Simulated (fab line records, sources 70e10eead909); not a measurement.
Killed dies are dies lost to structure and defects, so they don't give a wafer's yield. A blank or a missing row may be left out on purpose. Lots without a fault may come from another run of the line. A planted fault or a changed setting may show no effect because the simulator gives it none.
fab line records | flow nand_harc | part 2 of 2: steps 28 to 38 of 38
record lots=5 wafers=15 last_day=33
route steps=1302 shown P_GATE@180 P_CONTACT@217
lots that met no fault: from a run of the same line without faults
start_h: hours from the record's first day to the start of the lot's first wafer shown | wait_h: hours since the lot's step before | " the same as in the row above | L1.1+2: a row that stands for several wafers | - no value, or no start given | * or withheld: withheld | < > ~ a bound
route shown NAME@n: a module of which the file shows steps, and the number in the route of the first | usual: mean/standard deviation of fault-free wafers | same: alike in all rows | chamber/n: place in a boat | sites: the reading at each site | _std_site: their standard deviation | _edge_site: outer sites' mean less inner sites' | radius_mm: how far each site lies from the wafer's centre | mask NAME#n: copy n | behind: the tool/chamber that last shaped the wafer | hold: why the lot was held/for how many hours/how that ended | device: the transistor (n, p or np) that didn't switch | end of line: the same wafers' tests at the end of the route | a step without rows: its recipe alone | killed: dies lost to structure and defects at the first sort, not the wafer's yield | map: a wafer's dies, x killed, . not, _ none there
set.NAME: the setting as run; set.NAME@STEP: as run at that earlier step | model.NAME: the simulator's own value behind a step, which no gauge read
lots at some steps of the route; a table a step, a row a wafer
services: from which hour (start_h, from the record's first day; less than 0 if before it) a tool's chamber was out of use, for how many hours, and why
## steps
# step NHARC_P_GATE_RTA_64
# recipe temp_c=1050 time_s=1
# usual anneal_temp_c_max=1056.2/1.4 lamp_power_pct=31.2/1.5 lamp_zone_4_pct=31.2/1.5 lamp_zone_7_pct=31.6/1.5 wafer_temp_C_max=1055.1/1.4
# columns lot.wafer tool chamber start_h wait_h anneal_temp_c_max lamp_power_pct lamp_zone_4_pct lamp_zone_7_pct wafer_temp_C_max
L079.1 rtp_anneal-02 0 163.07 - 1057.4 29.5 29.5 29.8 1054.2
L079.3 " 0 " " 1055.0 29.4 29.4 29.9 1055.3
L079.4 " 0 " " 1054.7 29.5 29.5 29.8 1054.7
L087.3 rtp_anneal-02 0 257.84 - 1056.0 29.4 29.4 29.8 1054.0
L087.4 " 0 " " 1055.0 29.4 29.4 29.8 1053.0
L087.5 " 0 " " 1054.1 29.4 29.5 29.8 1054.0
L089.2 rtp_anneal-01 0 269.00 - 1057.1 32.5 32.6 33.0 1056.5
L089.4 " 0 " " 1055.5 32.6 32.5 33.0 1055.6
L089.5 " 0 " " 1056.3 32.5 32.5 32.9 1056.3
L092.4 rtp_anneal-01 0 298.28 - 1056.9 32.6 32.6 33.0 1056.4
L092.5 " 0 " " 1056.0 32.5 32.5 32.9 1057.3
L092.6 " 0 " " 1057.1 32.5 32.6 32.9 1055.9
L097.1 rtp_anneal-01 0 345.20 - 1055.5 32.5 32.6 32.9 1055.3
L097.4 " 0 " " 1056.3 32.6 32.5 33.0 1056.5
L097.5 " 0 " " 1058.9 32.5 32.5 32.9 1057.4
# step NHARC_P_GATE_ETCH_77
# recipe target_depth_a=60 chemistry=dHF material=SiO2
# columns lot.wafer tool chamber start_h wait_h
L079.1+4+3 wet_bench-01 2,4,5 163.27 0.2
L087.3+4+5 wet_bench-01 4,5,0 257.99 0.1
L089.4+2+5 wet_bench-04 0,2,3 269.18 0.1
L092.4+5+6 wet_bench-01 3,7,0 298.40 0.1
L097.1+4+5 wet_bench-01 0,2,4 345.41 0.2
# step NHARC_P_GATE_DEGAS_109
# recipe temp_c=300 time_s=60
# usual heater_power_w=459/38 susceptor_temp_C=299.96/0.18
# columns lot.wafer tool chamber start_h wait_h heater_power_w susceptor_temp_C
L079.1 pvd_sputter-01 - 163.37 0.1 509 300.03
L079.4 " - " " 505 299.98
L079.3 " - " " 532 299.84
L087.4 pvd_sputter-02 - 258.08 0.1 396 299.50
L087.3 " - " " 461 299.88
L087.5 " - " " 461 299.61
L089.2 pvd_sputter-02 - 269.28 0.1 394 -
L089.4 " - " " 464 -
L089.5 " - " " 393 -
L092.4 pvd_sputter-02 - 298.51 0.1 460 300.15
L092.6 " - " " 454 299.72
L092.5 " - " " 457 300.04
L097.4 pvd_sputter-03 - 345.51 0.1 443 300.09
L097.1 " - " " 463 300.01
L097.5 " - " " 438 299.82
# step NHARC_P_GATE_PRE_CLEAN_110
# recipe time_s=30 bias_v=200 gas=Ar
# columns lot.wafer tool chamber start_h wait_h
L079.1+4+3 pvd_sputter-01 - - -
L087.4+3+5 pvd_sputter-02 - - -
L089.4+2+5 pvd_sputter-02 - - -
L092.4+6+5 pvd_sputter-02 - - -
L097.4+1+5 pvd_sputter-03 - - -
# step NHARC_P_GATE_SPUTTER_78
# recipe target_thk_a=100 material=Ni
# columns lot.wafer tool chamber start_h wait_h
L079.3+4+1 pvd_sputter-01 - - -
L087.4+3+5 pvd_sputter-02 - - -
L089.2+4+5 pvd_sputter-02 - - -
L092.4+5+6 pvd_sputter-02 - - -
L097.4+1+5 pvd_sputter-03 - - -
# step NHARC_P_GATE_SPUTTER_79
# recipe target_thk_a=100 material=TiN
# columns lot.wafer tool chamber start_h wait_h
L079.3+1+4 pvd_sputter-01 - - -
L087.4+3+5 pvd_sputter-02 - - -
L089.4+2+5 pvd_sputter-02 - - -
L092.4+6+5 pvd_sputter-02 - - -
L097.1+4+5 pvd_sputter-03 - - -
# step NHARC_P_GATE_RTA_80
# recipe temp_c=300 time_s=30
# usual anneal_temp_c_max=301.7/0.35 wafer_temp_C_max=301.5/0.41
# columns lot.wafer tool chamber start_h wait_h anneal_temp_c_max wafer_temp_C_max
L079.1 rtp_anneal-01 0 163.67 - 301.9 301.8
L079.3 " 0 " " 302.2 301.5
L079.4 " 0 " " 301.2 301.7
L087.3 rtp_anneal-02 0 258.43 - 301.1 302.0
L087.4 " 0 " " 301.7 302.0
L087.5 " 0 " " 301.4 301.1
L089.2 rtp_anneal-02 0 269.60 - 301.5 301.5
L089.4 " 0 " " 301.7 301.5
L089.5 " 0 " " 301.9 301.4
L092.4 rtp_anneal-02 0 298.88 - 302.1 301.3
L092.5 " 0 " " 301.2 301.1
L092.6 " 0 " " 301.4 301.6
L097.1 rtp_anneal-02 0 345.81 - 301.5 301.1
L097.4 " 0 " " 301.5 301.2
L097.5 " 0 " " 302.0 300.7
# step NHARC_P_GATE_STRIP_67
# recipe time_s=600 temp_c=130 chemistry=SPM
# usual temp_c=130.00/0.15
# columns lot.wafer tool chamber start_h wait_h temp_c
L079.3 wet_bench-03 0 163.87 0.1 130.05
L079.4 " 1 " " 130.03
L079.1 " 4 " " 130.19
L087.4 wet_bench-03 5 258.58 0.1 130.06
L087.3 " 7 " " 129.89
L087.5 " 1 " " 130.00
L089.5 wet_bench-04 2 269.77 0.1 130.32
L089.2 " 3 " " 130.05
L089.4 " 5 " " 130.18
L092.5 wet_bench-04 5 299.00 0.1 129.93
L092.4 " 6 " " 130.02
L092.6 " 2 " " 129.72
L097.1 wet_bench-03 1 346.01 0.2 130.13
L097.5 " 2 " " 130.07
L097.4 " 3 " " 129.88
# step NHARC_P_GATE_RTA_82
# recipe temp_c=450 time_s=30
# usual anneal_temp_c_max=452.5/0.45 lamp_power_pct=3.61/0.18 lamp_zone_4_pct=3.61/0.18 lamp_zone_7_pct=3.81/0.19 wafer_temp_C_max=452.2/0.6
# columns lot.wafer tool chamber start_h wait_h anneal_temp_c_max lamp_power_pct lamp_zone_4_pct lamp_zone_7_pct wafer_temp_C_max
L079.1 rtp_anneal-02 0 164.13 - 451.7 3.45 3.45 3.64 451.8
L079.3 " 0 " " 452.6 3.45 3.45 3.63 451.9
L079.4 " 0 " " 452.5 3.45 3.44 3.64 452.1
L087.3 rtp_anneal-01 0 258.89 - 452.0 3.81 3.80 4.01 452.8
L087.4 " 0 " " 453.7 3.81 3.81 4.01 452.5
L087.5 " 0 " " 452.6 3.80 3.80 4.01 453.0
L089.2 rtp_anneal-02 0 270.06 - 453.4 3.45 3.45 3.63 452.0
L089.4 " 0 " " 452.2 3.45 3.45 3.63 451.7
L089.5 " 0 " " 452.2 3.45 3.45 3.63 451.1
L092.4 rtp_anneal-01 0 299.35 - 453.2 3.81 3.81 4.00 452.8
L092.5 " 0 " " 452.9 3.80 3.81 4.02 452.2
L092.6 " 0 " " 452.3 3.80 3.81 4.01 452.3
L097.1 rtp_anneal-02 0 346.26 - 452.5 3.46 3.45 3.63 451.3
L097.4 " 0 " " 452.7 3.45 3.45 3.64 451.6
L097.5 " 0 " " 452.3 3.45 3.45 3.63 451.2
# step NHARC_P_GATE_INSPECT_68
# usual raw_defect_count=219/96
# columns lot.wafer tool chamber start_h wait_h raw_defect_count
L079.1 defect_inspect-01 - 164.33 0.2 263
L079.3 " - " " 232
L079.4 " - " " 235
L087.3 defect_inspect-01 - 259.03 0.1 169
L087.4 " - " " 127
L087.5 " - " " 127
L089.2 defect_inspect-01 - 270.23 0.1 152
L089.4 " - " " 124
L089.5 " - " " 146
L092.4 defect_inspect-02 - 299.47 0.1 289
L092.5 " - " " 117
L092.6 " - " " 362
L097.1 defect_inspect-01 - 346.46 0.2 164
L097.4 " - " " 168
L097.5 " - " " 67
# step NHARC_P_CONTACT_DEP_30
# recipe target_thk_a=300 temp_c=400 target_thk_nm=30 flow_sccm=200 rf_w=450 material=SiNx
# usual heater_power_w=774/130 rf_fwd_power_W=448.8/1.4 susceptor_temp_C=400.01/0.19
# columns lot.wafer tool chamber start_h wait_h heater_power_w rf_fwd_power_W susceptor_temp_C
L079.3 pecvd-02 0 164.44 0.1 645 449.7 399.78
L079.1 " 1 " " 902 447.2 400.15
L079.4 " 1 " " 885 450.2 400.15
L087.3 pecvd-03 0 259.18 0.1 711 449.5 400.18
L087.4 " 2 " " 835 450.8 399.92
L087.5 " 0 " " 713 449.1 400.34
L089.2 pecvd-03 1 270.30 0.1 669 447.7 400.08
L089.4 " 1 " " 686 449.7 399.63
L089.5 " 0 " " 783 451.1 399.97
L092.4 pecvd-02 0 299.65 0.2 671 449.0 399.92
L092.6 " 1 " " 948 447.9 400.17
L092.5 " 2 " " 598 449.5 400.00
L097.1 pecvd-01 2 346.57 0.1 812 450.2 399.85
L097.5 " 1 " " 619 449.7 399.66
L097.4 " 0 " " 879 449.9 400.22
## services
# columns tool chamber start_h hours kind
krf_scanner-01 - 140.00 4.0 pm
implanter-02 - 146.41 13.0 pm
pvd_sputter-01 - 157.24 1.8 repair
plasma_asher-01 - 166.56 9.0 pm
pvd_sputter-01 - 168.93 4.1 repair
pvd_sputter-03 - 170.04 10.0 pm
rie_diel-08 - 173.72 1.2 repair
krf_scanner-01 - 182.34 7.9 repair
rie_diel-08 - 190.81 9.0 pm
implanter-01 - 208.01 1.6 repair
wet_bench-03 - 210.40 8.0 pm
rie_diel-08 3 218.39 7.3 repair
implanter-01 - 220.64 4.4 repair
wet_bench-04 - 227.24 8.0 pm
plasma_asher-02 - 249.25 9.0 pm
litho_track-07 - 251.00 7.0 pm
pvd_sputter-02 - 269.72 1.4 repair
litho_track-03 - 275.00 7.0 pm
wet_bench-01 - 277.60 8.0 pm
pvd_sputter-02 - 282.96 10.0 pm
litho_track-05 - 299.00 7.0 pm
krf_scanner-01 - 312.00 4.0 pm
implanter-01 - 327.00 13.0 pm
plasma_asher-01 - 343.56 9.0 pm
